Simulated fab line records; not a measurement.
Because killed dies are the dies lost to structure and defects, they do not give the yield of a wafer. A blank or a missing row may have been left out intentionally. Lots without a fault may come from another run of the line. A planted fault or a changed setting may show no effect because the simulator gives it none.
fab line records	flow nandHarc
record: lots: 6	wafers: 18	lastDay: 26
route steps=1159 shown A_ZERO_WELL@394 END@1159
lots untouched by any fault: they come from a run of this same line in which no faults occurred
startH: hours from the record's first day to the start of the lot's first wafer shown	waitH: time in hours since the lot's previous step	" repeats the value in the row above	L1.1+2: a single row standing in for several wafers	- no value, or no start was given	* or withheld: withheld	< > ~ a bound
route shown NAME@n: a module of which the file shows steps, and the number in the route of the first	usual: mean/standard deviation taken from wafers without a fault	same: alike in all rows	chamber/n: place in a boat	sites: each site's reading	_std_site: the values' standard deviation	_edge_site: the outer-site mean with the inner-site mean subtracted	radiusMm: for every site, how far away it sits from the centre of the wafer	mask NAME#n: copy n	behind: the tool/chamber that last shaped the wafer	hold: why the lot was held/for how many hours/how that ended	device: which transistor (n, p or np) failed to switch	end of line: tests of these same wafers at the route's end	a step given without rows: its recipe and nothing more	killed: dies lost to structure and defects at the first sort, not the wafer's yield	map: a wafer's dies, x killed, . not, _ none there
set.NAME: the setting the step ran with; set.NAME@STEP: the setting that earlier step ran with	model.NAME: the simulator's own value behind a step, which no gauge read
lots at selected steps of the route; one table per step, one row per wafer
services: the hour from which a tool's chamber was out of use, counted from the record's first day as startH (under 0 if before that day), plus the number of hours and why
== steps ==
step: NHARC_A_ZERO_WELL_COAT_18
recipe: tempC: 200	timeS: 65
step: NHARC_A_ZERO_WELL_COAT_04
recipe: spinRpm: 2000	resistThkNm: 600
step: NHARC_A_ZERO_WELL_SOFTBAKE_05
recipe: tempC: 125	timeS: 70
step: NHARC_A_ZERO_WELL_EBR_06
step: NHARC_A_ZERO_WELL_EXPOSE_07
recipe: na: 0.55	doseMj: 33.85	maskId: A_ZERO
step: NHARC_A_ZERO_WELL_PEB_08
recipe: pebTempC: 128	pebTimeS: 80
step: NHARC_A_ZERO_WELL_DEVELOP_09
recipe: timeS: 50	devTempC: 22
step: NHARC_A_ZERO_WELL_CD_MEAS_10
recipe: targetCdNm: 2000	landingEnergyEv: 500
usual: cdNm: 2000.0/1.8
lot.wafer	tool	chamber	startH	waitH	cdNm
L870.2	cdSem-03	0	146.19	-	1999.9
L870.5	"	0	"	"	1998.5
L870.6	"	0	"	"	1998.7
L873.1	cdSem-02	0	170.41	-	2000.4
L873.3	"	0	"	"	1997.6
L873.6	"	0	"	"	1998.7
L875.1	cdSem-01	0	179.47	-	1998.8
L875.2	"	0	"	"	1999.6
L875.3	"	0	"	"	2001.4
L888.4	cdSem-01	0	252.50	-	2000.6
L888.5	"	0	"	"	2002.1
L888.6	"	0	"	"	2002.5
L891.1	cdSem-03	0	269.17	-	2000.1
L891.3	"	0	"	"	2000.5
L891.5	"	0	"	"	1999.0
L890.1	cdSem-01	0	270.41	-	2000.3
L890.4	"	0	"	"	2000.1
L890.5	"	0	"	"	1999.6
step: NHARC_A_ZERO_WELL_HARDBAKE_11
recipe: tempC: 118	timeS: 65
step: NHARC_A_ZERO_WELL_DESCUM_12
recipe: timeS: 3	o2FlowSccm: 200	arFlowSccm: 0	biasPowerW: 0	chemistry: O2
usual: drypumpMotorCurrentA: 5.6/0.4	o2FlowSccm: 200.0/0.57	oesProductAu: 1.003/0.0096	rfVppV: 57.8/0.9	showerheadPlenumPTorr: 1.89/0.1	throttleValvePct: 11.310/0.0088
lot.wafer	tool	chamber	startH	waitH	drypumpMotorCurrentA	o2FlowSccm	oesProductAu	rfHoursCounterH	rfVppV	showerheadPlenumPTorr	throttleValvePct
L870.2	rieDiel-13	2	146.36	-	5.8	199.8	0.993	3	58.5	1.80	11.312
L870.6	"	0	"	"	5.3	200.0	1.006	-	57.4	1.80	11.291
L870.5	"	1	"	"	6.1	199.3	1.005	-	58.6	1.92	11.299
L873.1	rieDiel-07	2	170.56	-	5.1	199.3	1.023	8	57.4	1.83	11.298
L873.3	"	0	"	"	5.7	200.7	1.006	8	57.8	1.80	11.316
L873.6	"	2	"	"	5.1	199.7	1.023	-	57.5	1.83	11.305
L875.3	rieDiel-13	0	179.63	-	5.3	199.8	0.999	4	57.8	1.80	11.319
L875.2	"	1	"	"	6.1	200.4	1.003	5	56.9	1.92	11.311
L875.1	"	3	"	"	5.1	200.5	1.003	4	58.7	2.05	11.319
L888.4	rieDiel-13	1	252.74	-	6.1	199.9	0.999	10	59.2	1.92	11.296
L888.6	"	0	"	"	5.3	200.2	1.003	-	55.2	1.80	11.313
L888.5	"	1	"	"	6.1	199.8	1.006	-	57.7	1.92	11.293
L891.3	rieDiel-13	2	269.33	-	5.7	199.1	1.013	12	55.9	1.80	11.320
L891.1	"	1	"	"	6.1	201.0	0.994	11	59.4	1.92	11.315
L891.5	"	3	"	"	5.1	199.4	1.005	-	57.8	2.05	11.320
L890.4	rieDiel-13	0	270.58	-	5.3	200.1	0.998	10	57.1	1.80	11.282
L890.1	"	2	"	"	5.7	200.5	1.002	12	57.8	1.80	11.321
L890.5	"	0	"	"	5.3	199.8	0.990	-	56.9	1.80	11.295
step: NHARC_A_ZERO_WELL_ETCH_19
recipe: targetDepthA: 800	overetchA: 240	timeS: 87.88	ionEnergyEv: 200	n2FlowSccm: 150	h2FlowSccm: 150	arFlowSccm: 0	rfW: 400	biasW: 150	chemistry: N2/H2
usual: drypumpMotorCurrentA: 5.6/0.41	oesProductAu: 1.003/0.01	rfFwdPowerW: 397.0/1.6	rfVppV: 430/3	showerheadPlenumPTorr: 2.02/0.11	throttleValvePct: 14.173/0.0089
lot.wafer	tool	chamber	startH	waitH	drypumpMotorCurrentA	oesProductAu	rfFwdPowerW	rfHoursCounterH	rfVppV	showerheadPlenumPTorr	throttleValvePct
L870.2	rieDiel-13	0	146.44	0.1	5.3	1.005	399.1	2	429	1.92	14.191
L870.5	"	2	"	"	5.8	0.996	395.6	-	429	1.92	14.183
L870.6	"	3	"	"	5.1	1.001	396.2	-	434	2.19	14.160
L873.1	rieDiel-07	0	170.67	0.1	5.7	1.006	398.9	8	427	1.91	14.168
L873.3	"	1	"	"	5.7	0.993	397.0	8	430	2.03	14.192
L873.6	"	1	"	"	5.7	0.996	398.2	-	430	2.03	14.184
L875.1	rieDiel-13	1	179.71	0.1	6.1	0.998	397.9	5	430	2.05	14.185
L875.3	"	2	"	"	5.7	0.994	397.1	5	428	1.92	14.147
L875.2	"	3	"	"	5.1	0.997	393.7	4	435	2.19	14.168
L888.4	rieDiel-13	0	252.83	0.1	5.3	0.998	397.7	10	426	1.91	14.176
L888.6	"	2	"	"	5.8	1.013	397.4	-	427	1.91	14.173
L888.5	"	3	"	"	5.1	1.013	397.8	-	434	2.19	14.185
L891.1	rieDiel-13	0	269.43	0.1	5.3	1.005	397.7	10	427	1.92	14.177
L891.3	"	1	"	"	6.1	1.003	398.7	11	432	2.04	14.175
L891.5	"	3	"	"	5.1	0.983	398.0	-	434	2.19	14.180
L890.4	rieDiel-13	2	270.65	0.1	5.7	1.005	399.0	12	428	1.91	14.184
L890.1	"	3	"	"	5.1	0.994	394.7	11	435	2.19	14.172
L890.5	"	2	"	"	5.7	1.000	396.8	-	427	1.91	14.198
step: NHARC_A_ZERO_WELL_ETCH_13
recipe: targetDepthA: 1200	timeS: 40.1	hbrFlowSccm: 150	cl2FlowSccm: 50	rfW: 400	icpW: 400	biasW: 100	chemistry: HBr/Cl2
usual: drypumpMotorCurrentA: 5.8/0.44	hbrFlowSccm: 150.0/0.43	oesProductAu: 1.000/0.013	rfFwdPowerW: 394.2/1.9	throttleValvePct: 26.406/0.0081
lot.wafer	tool	chamber	startH	waitH	drypumpMotorCurrentA	hbrFlowSccm	oesProductAu	rfFwdPowerW	rfHoursCounterH	throttleValvePct
L870.2	rieSi-01	0	146.59	-	5.9	150.5	0.992	395.5	0.10	26.415
L870.5	"	1	"	"	5.5	150.1	1.008	391.9	-	26.407
L870.6	"	2	"	"	5.9	150.2	1.004	398.5	-	26.412
L873.1	rieSi-06	0	170.81	-	6.4	148.7	1.016	392.2	0.96	26.405
L873.3	"	2	"	"	6.1	150.6	1.002	395.5	1.00	26.396
L873.6	"	0	"	"	6.4	149.2	1.005	394.0	-	26.399
L875.1	rieSi-04	3	179.83	-	5.0	150.1	0.981	392.8	0.63	26.399
L875.3	"	1	"	"	5.1	149.4	1.017	390.5	0.68	26.417
L875.2	"	2	"	"	6.0	149.7	0.999	392.5	0.66	26.395
L888.4	rieSi-06	1	252.97	-	6.0	150.1	0.999	394.7	0.38	26.405
L888.6	"	2	"	"	6.1	150.8	1.024	395.3	-	26.408
L888.5	"	3	"	"	5.1	149.3	1.013	391.9	-	26.416
L891.1	rieSi-01	3	269.55	-	6.4	149.9	0.977	394.6	0.96	26.406
L891.3	"	1	"	"	5.5	149.7	1.001	391.1	1.06	26.402
L891.5	"	3	"	"	6.4	150.4	0.980	394.1	-	26.400
L890.1	rieSi-06	1	270.77	-	6.0	149.9	0.999	398.9	0.46	26.397
L890.4	"	0	"	"	6.4	150.3	1.002	394.5	0.55	26.393
L890.5	"	1	"	"	6.0	149.8	1.002	395.7	-	26.398
step: NHARC_A_ZERO_WELL_STRIP_14
recipe: timeS: 900	tempC: 130	chemistry: SPM
usual: bathGuardTempC: 130.1/0.48	bathHeatDutyPct: 15.1/1.8
lot.wafer	tool	chamber	startH	waitH	bathGuardTempC	bathHeatDutyPct
L870.2	wetBench-02	6	146.71	-	129.7	19.4
L870.5	"	7	"	"	130.5	14.6
L870.6	"	0	"	"	130.5	16.2
L873.1	wetBench-07	1	170.97	-	-	-
L873.6	"	3	"	"	-	-
L873.3	"	4	"	"	-	-
L875.1	wetBench-07	3	179.99	-	-	-
L875.2	"	4	"	"	-	-
L875.3	"	6	"	"	-	-
L888.5	wetBench-03	7	253.08	-	130.2	15.6
L888.6	"	1	"	"	130.3	12.4
L888.4	"	4	"	"	130.3	14.5
L891.5	wetBench-02	1	269.69	-	130.9	14.2
L891.3	"	3	"	"	129.9	14.6
L891.1	"	5	"	"	130.4	15.2
L890.1	wetBench-07	7	270.92	-	129.8	15.1
L890.4	"	2	"	"	129.8	14.4
L890.5	"	3	"	"	130.3	15.0
step: NHARC_END_SORT_01
recipe: tempC: 25
usual: killedAtArray: 27/11	killedAtOther: 0.6/1	killedAtPeriphery: 3.0/2.1	killedDies: 31/12	killedOpen: 3.2/1.7	killedShort: 1.7/1.4
same: grossDies: 677
lot.wafer	tool	chamber	startH	waitH	killedAtArray	killedAtOther	killedAtPeriphery	killedDies	killedOpen	killedShort
L875.1	prober-01	0	490.05	2.5	676	0	1	677	0	1
L875.2	prober-01	0	490.86	2.8	674	0	3	677	3	2
L875.3	prober-01	0	491.68	3.1	674	0	3	677	4	0
L873.1	prober-02	0	496.92	2.5	671	0	6	677	3	2
L873.3	prober-02	0	498.50	3.1	672	0	5	677	4	3
L873.6	prober-02	0	500.87	4.0	673	1	3	677	5	3
killed by level:class
L875.1 A_ZERO_WELL:areaStrip=657 A_CHANNEL_HOLE_D1:chamberFilmFlake=12 A_STAIRCASE:chamberFilmFlake=2 A_CONTACT:chamberFilmFlake=2 A_CHANNEL_FILL_D1:geometricParticle:short=1 P_GATE:chamberFilmFlake=1 A_CHANNEL_FILL_D1:chamberFilmFlake=1 A_WL_FILL:chamberFilmFlake=1
L875.2 A_ZERO_WELL:areaStrip=648 A_CHANNEL_HOLE_D1:chamberFilmFlake=11 A_WL_FILL:chamberFilmFlake=7 A_STAIRCASE:chamberFilmFlake=2 P_GATE:geometricParticle:short=1 P_CONTACT:geometricParticle:open=1 A_SGD_CUT:geometricParticle:short=1 A_WL_FILL:geometricParticle:open=1
L875.3 A_ZERO_WELL:areaStrip=657 A_CHANNEL_HOLE_D1:chamberFilmFlake=11 A_CONTACT:geometricParticle:open=2 P_CONTACT:geometricParticle:open=1 A_CHANNEL_FILL_D1:geometricParticle:open=1 P_STI:chamberFilmFlake=1 P_GATE:chamberFilmFlake=1 A_CHANNEL_FILL_D1:chamberFilmFlake=1
L873.1 A_ZERO_WELL:areaStrip=648 A_CHANNEL_HOLE_D1:chamberFilmFlake=10 A_SLIT:chamberFilmFlake=8 A_CONTACT:chamberFilmFlake=2 P_GATE:chamberFilmFlake=2 P_STI:geometricParticle:open=1 P_GATE:geometricParticle:short=1 P_CONTACT:geometricParticle:open=1
L873.3 A_ZERO_WELL:areaStrip=632 A_SLIT:chamberFilmFlake=15 A_CHANNEL_HOLE_D1:chamberFilmFlake=13 P_STI:chamberFilmFlake=3 A_STAIRCASE:chamberFilmFlake=2 A_SGD_CUT:chamberFilmFlake=2 A_CONTACT:chamberFilmFlake=2 P_CONTACT:geometricParticle:open=1
L873.6 A_ZERO_WELL:areaStrip=646 A_CHANNEL_HOLE_D1:chamberFilmFlake=10 A_SLIT:chamberFilmFlake=10 P_CONTACT:geometricParticle:short=2 A_CONTACT:chamberFilmFlake=2 P_CONTACT:geometricParticle:open=1 A_ONON_D1:geometricParticle:open=1 A_CONTACT:geometricParticle:open=1
map L873.1 (x killed, . not)
____________x____________
_________xxxxxxx_________
_______xxxxxxxxxxx_______
______xxxxxxxxxxxxx______
_____xxxxxxxxxxxxxxx_____
____xxxxxxxxxxxxxxxxx____
____xxxxxxxxxxxxxxxxx____
___xxxxxxxxxxxxxxxxxxx___
___xxxxxxxxxxxxxxxxxxx___
__xxxxxxxxxxxxxxxxxxxxx__
__xxxxxxxxxxxxxxxxxxxxx__
_xxxxxxxxxxxxxxxxxxxxxxx_
_xxxxxxxxxxxxxxxxxxxxxxx_
_xxxxxxxxxxxxxxxxxxxxxxx_
_xxxxxxxxxxxxxxxxxxxxxxx_
_xxxxxxxxxxxxxxxxxxxxxxx_
xxxxxxxxxxxxxxxxxxxxxxxxx
xxxxxxxxxxxxxxxxxxxxxxxxx
xxxxxxxxxxxxxxxxxxxxxxxxx
xxxxxxxxxxxxxxxxxxxxxxxxx
xxxxxxxxxxxxxxxxxxxxxxxxx
_xxxxxxxxxxxxxxxxxxxxxxx_
_xxxxxxxxxxxxxxxxxxxxxxx_
_xxxxxxxxxxxxxxxxxxxxxxx_
_xxxxxxxxxxxxxxxxxxxxxxx_
_xxxxxxxxxxxxxxxxxxxxxxx_
__xxxxxxxxxxxxxxxxxxxxx__
__xxxxxxxxxxxxxxxxxxxxx__
___xxxxxxxxxxxxxxxxxxx___
___xxxxxxxxxxxxxxxxxxx___
____xxxxxxxxxxxxxxxxx____
____xxxxxxxxxxxxxxxxx____
_____xxxxxxxxxxxxxxx_____
______xxxxxxxxxxxxx______
_______xxxxxxxxxxx_______
_________xxxxxxx_________
____________x____________
map L875.1 (x killed, . not)
____________x____________
_________xxxxxxx_________
_______xxxxxxxxxxx_______
______xxxxxxxxxxxxx______
_____xxxxxxxxxxxxxxx_____
____xxxxxxxxxxxxxxxxx____
____xxxxxxxxxxxxxxxxx____
___xxxxxxxxxxxxxxxxxxx___
___xxxxxxxxxxxxxxxxxxx___
__xxxxxxxxxxxxxxxxxxxxx__
__xxxxxxxxxxxxxxxxxxxxx__
_xxxxxxxxxxxxxxxxxxxxxxx_
_xxxxxxxxxxxxxxxxxxxxxxx_
_xxxxxxxxxxxxxxxxxxxxxxx_
_xxxxxxxxxxxxxxxxxxxxxxx_
_xxxxxxxxxxxxxxxxxxxxxxx_
xxxxxxxxxxxxxxxxxxxxxxxxx
xxxxxxxxxxxxxxxxxxxxxxxxx
xxxxxxxxxxxxxxxxxxxxxxxxx
xxxxxxxxxxxxxxxxxxxxxxxxx
xxxxxxxxxxxxxxxxxxxxxxxxx
_xxxxxxxxxxxxxxxxxxxxxxx_
_xxxxxxxxxxxxxxxxxxxxxxx_
_xxxxxxxxxxxxxxxxxxxxxxx_
_xxxxxxxxxxxxxxxxxxxxxxx_
_xxxxxxxxxxxxxxxxxxxxxxx_
__xxxxxxxxxxxxxxxxxxxxx__
__xxxxxxxxxxxxxxxxxxxxx__
___xxxxxxxxxxxxxxxxxxx___
___xxxxxxxxxxxxxxxxxxx___
____xxxxxxxxxxxxxxxxx____
____xxxxxxxxxxxxxxxxx____
_____xxxxxxxxxxxxxxx_____
______xxxxxxxxxxxxx______
_______xxxxxxxxxxx_______
_________xxxxxxx_________
____________x____________
== services ==
tool	chamber	startH	hours	kind
rieSi-01	-	127.00	9.0	pm
rieDiel-13	0	132.51	-	clean
rieDiel-13	1	132.51	-	clean
rieDiel-13	2	132.51	-	clean
rieDiel-13	3	132.51	-	clean
rieSi-06	-	139.96	0.6	repair
wetBench-03	-	146.40	8.0	pm
rieDiel-07	-	155.02	0.1	repair
rieDiel-13	0	157.01	-	clean
rieDiel-13	1	157.01	-	clean
rieDiel-13	2	157.01	-	clean
rieDiel-13	3	157.01	-	clean
rieSi-01	-	157.52	2.4	repair
rieSi-04	-	159.15	1.9	repair
rieDiel-07	3	170.30	32.2	repair
rieDiel-13	-	175.52	2.2	repair
wetBench-02	-	180.07	8.0	pm
rieSi-06	-	183.03	9.0	pm
rieSi-01	1	200.04	6.6	repair
rieDiel-07	-	228.20	9.0	pm
wetBench-07	-	237.24	3.5	repair
wetBench-07	-	248.85	7.7	repair
rieDiel-07	3	251.60	6.4	repair
rieDiel-07	3	266.64	12.9	repair
== key ==
firstSign: step: NHARC_A_ZERO_WELL_STRIP_14	reading: toolRecord	direction: missing
effect: step: NHARC_END_SORT_01	reading: killedAtArray	direction: up	sigmas: 57	usual: 27	struck: 673
moreKillsBornAt: NHARC_A_ZERO_WELL_STRIP_14@wetBench-07: 3888
metAt NHARC_A_ZERO_WELL_STRIP_14
struckWafers L873.1,L873.3,L873.6,L875.1,L875.2,L875.3
laterRowsLeftOut L873.1,L873.3,L873.6,L875.1,L875.2,L875.3
testerLeftOut L873,L875
fault: kind: skippedStepWhole	tool: wetBench-07	chamber: -	onsetH: 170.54	steps: NHARC_A_ZERO_WELL_STRIP_14	scope: struckLotsOnly
testerLeftOut: of these lots the tester's yield and bins aren't shown, on N5 and GAA mostly nor the transistor test; their killed dies are dies lost to structure and defects alone, not to doping, threshold or leakage, so they don't give the yield
laterRowsLeftOut: the simulator's readings of these wafers behind a module that went badly wrong aren't trusted and aren't shown, but for the sort
